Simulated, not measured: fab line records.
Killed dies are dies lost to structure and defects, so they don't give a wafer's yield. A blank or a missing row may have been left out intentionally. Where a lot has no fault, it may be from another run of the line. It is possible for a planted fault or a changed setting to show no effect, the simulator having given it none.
Matching of chambers -- flow n5_finfet -- N5_BEOL_M2_STRIP_19 on rie_diel-03 has 4 sister chambers
The step strips in O2. 4 wafers are shown with their chamber, then 7 later ones without.

WAFERS, EACH WITH ITS CHAMBER
wafer,chamber,throttle_valve_pct (%)
L084.2,1,16.40
L090.5,0,17.08
L092.1,3,16.66
L092.2,2,16.45

WAFERS WITHOUT THEIR CHAMBER
wafer,throttle_valve_pct (%)
L092.5,17.09
L093.3,17.11
L093.4,16.67
L093.6,16.68
L096.2,16.44
L096.3,16.43
L096.4,16.46

EACH ONE'S CHAMBER
wafer,from the rows above,in truth
L092.5,0,0
L093.3,0,0
L093.4,3,3
L093.6,3,3
L096.2,can't be placed: 2 or 1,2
L096.3,can't be placed: 2 or 1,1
L096.4,2,2
Correctly placed: 5 of 7. Cannot be placed on the basis of these rows: 2; the candidates contain the true chamber in 2. Placed wrongly: 0.
How it was worked out, from the rows above alone: a wafer's distance from a chamber is the root of the sum, over the readings, of the square of ((its reading less the chamber's mean) divided by the reading's scatter). If the next closest chamber is less than 2 further off than the closest, the wafer can't be placed; otherwise it belongs to the closest. For every chamber, the mean is computed from those of its wafers that are shown. The scatter (one wafer shown for each chamber): square how far every hidden wafer sits from the nearest shown wafer, average those squares and take the square root.
